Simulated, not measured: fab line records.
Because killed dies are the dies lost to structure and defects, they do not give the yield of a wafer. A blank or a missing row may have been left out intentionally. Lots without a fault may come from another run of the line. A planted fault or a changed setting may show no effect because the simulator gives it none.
The tool behind it: which one?    flow nandHarc    63 wafers from 21 lots sampled at 6 of the route's 1159 steps

== WHAT EACH GAUGE READ, for each wafer ==
No reading from a measuring or inspecting step in the record can be judged against a usual standard deviation.

== WHICH TOOL RAN EACH LOT (tool, then ch and the chambers of the sampled wafers, then the start) ==
lot   NHARC_A_CHANNEL_FILL_D1_CMP_10  NHARC_A_STAIRCASE_ETCH_27      NHARC_A_STAIRCASE_TRIM_200     NHARC_A_STAIRCASE_ETCH_201     NHARC_A_STAIRCASE_TRIM_233     NHARC_A_STAIRCASE_HM_OPEN_460
L076  cmp-02 ch 0,1,3, day 11 01:00   rieDiel-10 ch 0,1,3, no start  rieDiel-11 ch 1,3, no start    rieDiel-11 ch 0,2,3, no start  rieDiel-10 ch 1,2,3, no start  rieDiel-09 ch 0,3, no start
L074  cmp-03 ch 0,1,3, day 11 01:00   rieDiel-10 ch 1,3, no start    rieDiel-11 ch 2,3, no start    rieDiel-11 ch 1,3, no start    rieDiel-10 ch 1,3, no start    rieDiel-09 ch 1,2,3, no start
L075  cmp-01 ch 1,2,3, day 11 01:02   rieDiel-11 ch 0,1,3, no start  rieDiel-11 ch 0,1,2, no start  rieDiel-11 ch 0,1,3, no start  rieDiel-11 ch 0,1,3, no start  rieDiel-10 ch 0,1,3, no start
L078  cmp-01 ch 0,1,3, day 11 07:46   rieDiel-10 ch 0,2,3, no start  rieDiel-10 ch 0,3, no start    rieDiel-10 ch 2,3, no start    rieDiel-10 ch 0,3, no start    rieDiel-11 ch 1,2, no start
L077  cmp-02 ch 2,3, day 11 15:46     rieDiel-11 ch 1,2, no start    rieDiel-11 ch 0,1,3, no start  rieDiel-11 ch 0,1,3, no start  rieDiel-10 ch 0,1,3, no start  rieDiel-11 ch 0,3, no start
L081  cmp-01 ch 0,1,2, day 12 04:25   rieDiel-11 ch 1,2,3, no start  rieDiel-09 ch 0,1,3, no start  rieDiel-09 ch 0,1,2, no start  rieDiel-10 ch 0,1,3, no start  rieDiel-10 ch 0,1,3, no start
L080  cmp-03 ch 1,2,3, day 12 04:25   rieDiel-09 ch 2,3, no start    rieDiel-11 ch 0,2,3, no start  rieDiel-11 ch 2,3, no start    rieDiel-10 ch 0,2,3, no start  rieDiel-09 ch 0,2, no start
L084  cmp-02 ch 1,2,3, day 12 18:21   rieDiel-09 ch 0,1,3, no start  rieDiel-10 ch 0,1,2, no start  rieDiel-10 ch 0,2, no start    rieDiel-11 ch 1,2,3, no start  rieDiel-10 ch 0,2,3, no start
L082  cmp-03 ch 0,1,3, day 12 18:24   rieDiel-10 ch 0,2,3, no start  rieDiel-11 ch 0,3, no start    rieDiel-11 ch 0,2, no start    rieDiel-11 ch 0,1,2, no start  rieDiel-11 ch 2,3, no start
L083  cmp-01 ch 0,2,3, day 12 22:01   rieDiel-11 ch 1,3, no start    rieDiel-11 ch 0,1, no start    rieDiel-11 ch 0,1,3, no start  rieDiel-10 ch 1,2,3, no start  rieDiel-11 ch 0,2,3, no start
L087  cmp-01 ch 1,2,3, day 13 23:24   rieDiel-10 ch 1,2,3, no start  rieDiel-10 ch 0,3, no start    rieDiel-10 ch 2,3, no start    rieDiel-09 ch 1,2,3, no start  rieDiel-11 ch 0,1,2, no start
L086  cmp-03 ch 1,2,3, day 14 02:52   rieDiel-11 ch 1,2,3, no start  rieDiel-10 ch 0,2, no start    rieDiel-10 ch 0,2,3, no start  rieDiel-11 ch 0,1, no start    rieDiel-10 ch 0,1, no start
L088  cmp-01 ch 0,1, day 14 11:47     rieDiel-09 ch 1,2, no start    rieDiel-10 ch 1,3, no start    rieDiel-10 ch 0,3, no start    rieDiel-10 ch 0,3, no start    rieDiel-10 ch 1,2,3, no start
L089  cmp-03 ch 0,1,3, day 14 11:49   rieDiel-10 ch 0,2,3, no start  rieDiel-11 ch 0,3, no start    rieDiel-11 ch 0,2, no start    rieDiel-11 ch 0,3, no start    rieDiel-10 ch 0,1,2, no start
L091  cmp-02 ch 0,1,2, day 14 17:04   rieDiel-09 ch 0,2,3, no start  rieDiel-11 ch 0,1,3, no start  rieDiel-11 ch 1,2,3, no start  rieDiel-10 ch 1,2,3, no start  rieDiel-09 ch 0,1,2, no start
L090  cmp-03 ch 0,2,3, day 14 17:05   rieDiel-11 ch 0,1,2, no start  rieDiel-10 ch 1,2,3, no start  rieDiel-10 ch 0,1, no start    rieDiel-10 ch 2,3, no start    rieDiel-10 ch 0,1,2, no start
L093  cmp-02 ch 0,1, day 15 08:43     rieDiel-09 ch 0,2, no start    rieDiel-11 ch 0,1,2, no start  rieDiel-11 ch 0,3, no start    rieDiel-09 ch 1,2, no start    rieDiel-09 ch 0,2, no start
L094  cmp-01 ch 0,1, day 15 15:01     rieDiel-11 ch 2,3, no start    rieDiel-10 ch 0,2,3, no start  rieDiel-10 ch 1,2,3, no start  rieDiel-09 ch 0,2, no start    rieDiel-10 ch 0,1,3, no start
L095  cmp-02 ch 0,1,2, day 15 15:04   rieDiel-11 ch 0,1, no start    rieDiel-09 ch 0,1,2, no start  rieDiel-09 ch 0,1,2, no start  rieDiel-10 ch 1,2,3, no start  rieDiel-09 ch 0,1,2, no start
L096  cmp-01 ch 0,2,3, day 16 08:29   rieDiel-10 ch 0,2,3, no start  rieDiel-10 ch 0,2,3, no start  rieDiel-10 ch 1,2, no start    rieDiel-10 ch 2,3, no start    rieDiel-11 ch 0,1,2, no start
L097  cmp-01 ch 0,2,3, day 16 14:55   rieDiel-11 ch 1,2,3, no start  rieDiel-09 ch 0,2, no start    rieDiel-09 ch 0,2, no start    rieDiel-11 ch 0,1,2, no start  rieDiel-09 ch 0,1,2, no start
- NHARC_A_CHANNEL_FILL_D1_CMP_10: polishes, target thk 150 nm.
- NHARC_A_STAIRCASE_ETCH_27: etches the open film in C4F8/O2, target depth 100 nm, time 40.5 s.
- NHARC_A_STAIRCASE_TRIM_200: chemistry O2, time 211.2 s.
- NHARC_A_STAIRCASE_ETCH_201: etches the open film in C4F8/O2, target depth 100 nm, time 40.5 s.
- NHARC_A_STAIRCASE_TRIM_233: chemistry O2, time 211.2 s.
- NHARC_A_STAIRCASE_HM_OPEN_460: chemistry O2/COS.

== AS READ BY THE TOOLS THEMSELVES (means over the sampled wafers that have a number; for cases with no such wafer, the mark the record gives instead) ==
NHARC_A_CHANNEL_FILL_D1_CMP_10. Usual: motorCurrentA 12.0 A, standard deviation 1.4; slurryFilterDpKPa 13.49 kPa, standard deviation 0.13; timeToEndpointS 14.7 s, standard deviation 2.5.
lot   tool    motorCurrentA (A)  slurryFilterDpKPa (kPa)  timeToEndpointS (s)  flag
L076  cmp-02  11.4               13.68                    13.7                 
L074  cmp-03  12.9               13.45                    17.0                 
L075  cmp-01  11.7               13.52                    14.6                 
L078  cmp-01  11.2               13.51                    13.3                 
L077  cmp-02  11.3               13.49                    13.8                 
L081  cmp-01  11.9               13.41                    13.8                 
L080  cmp-03  13.1               13.53                    14.7                 
L084  cmp-02  10.9               13.40                    10.2                 
L082  cmp-03  13.1               13.32                    13.4                 
L083  cmp-01  12.3               13.50                    15.3                 
L087  cmp-01  12.0               13.54                    18.8                 
L086  cmp-03  13.2               13.59                    18.6                 
L088  cmp-01  11.7               13.53                    13.0                 
L089  cmp-03  12.8               13.53                    16.7                 
L091  cmp-02  11.1               13.53                    14.1                 
L090  cmp-03  12.2               13.42                    15.4                 
L093  cmp-02  12.5               13.43                    15.4                 
L094  cmp-01  11.1               13.51                    15.5                 
L095  cmp-02  11.1               13.47                    12.6                 
L096  cmp-01  11.8               13.50                    14.7                 
L097  cmp-01  12.0               13.56                    13.7                 

NHARC_A_STAIRCASE_ETCH_27. Usual: biasW 1000.0 W, standard deviation 2.8; oesProductAu 0.942 a.u., standard deviation 0.013; rfVppV 897 V, standard deviation 6.2.
lot   tool        biasW (W)  oesProductAu (a.u.)  rfVppV (V)  flag
L076  rieDiel-10  999.8      0.960                895         
L074  rieDiel-10  1003.0     0.945                892         
L075  rieDiel-11  999.8      0.936                899         
L078  rieDiel-10  998.1      0.951                893         
L077  rieDiel-11  999.2      0.930                895         
L081  rieDiel-11  998.4      0.942                899         
L080  rieDiel-09  999.0      0.964                891         
L084  rieDiel-09  999.3      0.945                895         
L082  rieDiel-10  996.9      0.947                892         
L083  rieDiel-11  999.1      0.940                893         
L087  rieDiel-10  997.9      0.934                893         
L086  rieDiel-11  1000.6     0.937                898         
L088  rieDiel-09  1000.1     0.951                897         
L089  rieDiel-10  998.6      0.945                892         
L091  rieDiel-09  1001.6     0.954                892         
L090  rieDiel-11  1000.2     0.936                900         
L093  rieDiel-09  1000.6     0.944                895         
L094  rieDiel-11  1002.1     0.930                901         
L095  rieDiel-11  999.4      0.930                894         
L096  rieDiel-10  999.5      0.960                898         
L097  rieDiel-11  1001.0     0.926                897         

NHARC_A_STAIRCASE_TRIM_200. Usual: drypumpMotorCurrentA 5.7 A, standard deviation 0.48; o2FlowSccm 499.9 sccm, standard deviation 1.5; oesProductAu 0.996 a.u., standard deviation 0.01; rfVppV 57.8 V, standard deviation 0.92; showerheadPlenumPTorr 3.57 Torr, standard deviation 0.17; throttleValvePct 17.036 %, standard deviation 0.0084.
lot   tool        drypumpMotorCurrentA (A)  o2FlowSccm (sccm)  oesProductAu (a.u.)  rfVppV (V)  showerheadPlenumPTorr (Torr)  throttleValvePct (%)  flag
L076  rieDiel-11  5.6                       498.7              0.998                57.8        3.54                          17.030                
L074  rieDiel-11  5.8                       499.2              1.006                58.5        3.74                          17.032                
L075  rieDiel-11  6.1                       497.9              1.000                57.3        3.65                          17.036                
L078  rieDiel-10  5.6                       499.7              0.992                57.5        3.46                          17.034                
L077  rieDiel-11  6.0                       498.7              0.989                57.8        3.59                          17.038                
L081  rieDiel-09  5.3                       500.1              0.996                57.5        3.49                          17.029                
L080  rieDiel-11  6.0                       501.1              0.983                58.0        3.74                          17.046                
L084  rieDiel-10  5.2                       500.6              1.005                58.0        3.54                          17.037                
L082  rieDiel-11  5.9                       498.5              0.995                58.2        3.68                          17.029                
L083  rieDiel-11  6.3                       500.1              0.998                58.1        3.64                          17.037                
L087  rieDiel-10  5.9                       500.0              1.001                57.4        3.38                          17.037                
L086  rieDiel-10  5.3                       500.8              1.001                57.5        3.48                          17.035                
L088  rieDiel-10  5.8                       501.4              1.000                57.9        3.40                          17.043                
L089  rieDiel-11  6.2                       501.1              0.980                58.5        3.72                          17.032                
L091  rieDiel-11  6.0                       499.5              0.990                57.7        3.58                          17.032                
L090  rieDiel-10  5.5                       500.4              0.999                57.2        3.45                          17.037                
L093  rieDiel-11  6.1                       499.0              0.989                57.8        3.63                          17.038                
L094  rieDiel-10  5.6                       500.1              1.008                58.0        3.59                          17.034                
L095  rieDiel-09  5.3                       499.6              1.002                57.3        3.53                          17.040                
L096  rieDiel-10  5.6                       501.3              1.009                57.7        3.59                          17.040                
L097  rieDiel-09  5.5                       499.7              0.991                57.5        3.46                          17.026                

NHARC_A_STAIRCASE_ETCH_201. Usual: biasW 1000 W, standard deviation 3.1; oesProductAu 0.938 a.u., standard deviation 0.013; rfVppV 897 V, standard deviation 6.1.
lot   tool        biasW (W)  oesProductAu (a.u.)  rfVppV (V)  flag
L076  rieDiel-11  1000       0.923                903         
L074  rieDiel-11  998        0.948                897         
L075  rieDiel-11  1000       0.939                898         
L078  rieDiel-10  999        0.952                889         
L077  rieDiel-11  1005       0.940                898         
L081  rieDiel-09  999        0.943                898         
L080  rieDiel-11  1000       0.923                904         
L084  rieDiel-10  1002       0.939                895         
L082  rieDiel-11  999        0.933                905         
L083  rieDiel-11  999        0.928                898         
L087  rieDiel-10  1000       0.939                889         
L086  rieDiel-10  999        0.951                892         
L088  rieDiel-10  1001       0.945                890         
L089  rieDiel-11  998        0.926                905         
L091  rieDiel-11  999        0.942                898         
L090  rieDiel-10  1001       0.947                898         
L093  rieDiel-11  1003       0.936                901         
L094  rieDiel-10  1001       0.946                899         
L095  rieDiel-09  999        0.929                896         
L096  rieDiel-10  999        0.972                897         
L097  rieDiel-09  1000       0.917                895         

NHARC_A_STAIRCASE_TRIM_233. Usual: drypumpMotorCurrentA 5.6 A, standard deviation 0.45; o2FlowSccm 499.9 sccm, standard deviation 1.6; oesProductAu 0.999 a.u., standard deviation 0.009; rfVppV 58.0 V, standard deviation 0.95; showerheadPlenumPTorr 3.55 Torr, standard deviation 0.16; throttleValvePct 17.037 %, standard deviation 0.0087.
lot   tool        drypumpMotorCurrentA (A)  o2FlowSccm (sccm)  oesProductAu (a.u.)  rfVppV (V)  showerheadPlenumPTorr (Torr)  throttleValvePct (%)  flag
L076  rieDiel-10  5.5                       501.1              0.996                57.7        3.47                          17.030                
L074  rieDiel-10  5.5                       498.6              0.998                57.4        3.52                          17.044                
L075  rieDiel-11  5.9                       499.2              0.990                59.0        3.59                          17.039                
L078  rieDiel-10  5.9                       499.7              0.997                57.1        3.38                          17.037                
L077  rieDiel-10  5.6                       499.6              1.003                56.8        3.49                          17.030                
L081  rieDiel-10  5.6                       499.5              1.004                57.1        3.49                          17.038                
L080  rieDiel-10  5.6                       499.4              1.007                57.4        3.43                          17.038                
L084  rieDiel-11  5.8                       499.2              0.996                58.0        3.59                          17.028                
L082  rieDiel-11  6.1                       500.9              0.997                58.8        3.64                          17.038                
L083  rieDiel-10  5.5                       500.3              0.995                57.6        3.46                          17.042                
L087  rieDiel-09  5.3                       499.2              1.009                58.2        3.50                          17.038                
L086  rieDiel-11  6.3                       500.0              0.987                57.8        3.63                          17.031                
L088  rieDiel-10  5.9                       500.2              0.989                57.1        3.37                          17.038                
L089  rieDiel-11  5.8                       499.4              0.995                58.4        3.67                          17.038                
L091  rieDiel-10  5.5                       501.1              0.999                57.9        3.45                          17.042                
L090  rieDiel-10  5.9                       500.5              0.999                58.3        3.34                          17.041                
L093  rieDiel-09  5.3                       498.3              1.004                57.5        3.56                          17.037                
L094  rieDiel-09  5.5                       500.7              0.995                57.9        3.46                          17.041                
L095  rieDiel-10  5.5                       498.0              1.006                58.3        3.62                          17.045                
L096  rieDiel-10  5.6                       500.1              1.011                57.9        3.56                          17.036                
L097  rieDiel-11  6.1                       501.5              0.999                57.8        3.62                          17.040                

NHARC_A_STAIRCASE_HM_OPEN_460. Usual: value, then standard deviation, for each; biasW 299.9 W / 0.94; drypumpMotorCurrentA 5.6 A / 0.47; o2FlowSccm 400.1 sccm / 1.1; oesProductAu 0.999 a.u. / 0.0097; rfVppV 467 V / 3.1; showerheadPlenumPTorr 3.14 Torr / 0.14; throttleValvePct 28.330 % / 0.0091.
lot   tool        biasW (W)  drypumpMotorCurrentA (A)  o2FlowSccm (sccm)  oesProductAu (a.u.)  rfVppV (V)  showerheadPlenumPTorr (Torr)  throttleValvePct (%)  flag
L076  rieDiel-09  300.0      5.6                       400.0              1.001                466         3.02                          28.321                
L074  rieDiel-09  299.5      5.3                       399.9              1.013                467         3.11                          28.324                
L075  rieDiel-10  300.1      5.5                       400.0              0.994                467         3.09                          28.329                
L078  rieDiel-11  299.9      5.9                       401.0              0.989                469         3.23                          28.335                
L077  rieDiel-11  299.8      5.8                       400.5              0.998                469         3.26                          28.328                
L081  rieDiel-10  298.9      5.6                       399.7              0.997                466         3.09                          28.327                
L080  rieDiel-09  299.8      5.5                       400.2              1.014                466         3.08                          28.334                
L084  rieDiel-10  299.3      5.6                       399.8              0.996                466         3.04                          28.333                
L082  rieDiel-11  299.4      5.8                       399.9              0.990                470         3.31                          28.334                
L083  rieDiel-11  298.6      6.0                       400.2              0.993                471         3.30                          28.328                
L087  rieDiel-11  299.9      6.1                       401.5              0.986                469         3.22                          28.329                
L086  rieDiel-10  300.7      5.3                       399.2              0.991                468         3.15                          28.329                
L088  rieDiel-10  299.6      5.5                       400.5              0.993                467         3.05                          28.332                
L089  rieDiel-10  300.6      5.2                       400.5              1.003                467         3.12                          28.337                
L091  rieDiel-09  300.2      5.3                       400.6              1.002                468         3.13                          28.330                
L090  rieDiel-10  299.6      5.2                       398.4              0.993                467         3.12                          28.335                
L093  rieDiel-09  300.4      5.5                       398.4              1.005                466         3.07                          28.331                
L094  rieDiel-10  299.5      5.5                       400.3              1.012                470         3.23                          28.324                
L095  rieDiel-09  299.4      5.2                       400.5              1.001                467         3.13                          28.334                
L096  rieDiel-11  299.1      6.1                       400.3              0.994                469         3.21                          28.333                
L097  rieDiel-09  300.3      5.2                       400.5              1.010                466         3.12                          28.325                

== THE ANSWER, worked out from the rows above alone ==
Rule: take the mean of a lot's wafers that have a number; if it is more than 3 standard deviations from the usual mean, the lot is off. Also off: a lot with no number at a reading for which 4 or more lots have one. Any other lot the step has rows for is counted as sound. Order of review: gauges by route order, followed by the tools' own readings, for which a lot's mean as printed above is used. At the first step where some lot is off, the reading lying furthest off is the one used; lots without a number count as furthest.
No lot is off on any of the readings shown, so nothing can be concluded from this.

== WHAT THE SIMULATOR HAD INSERTED ==
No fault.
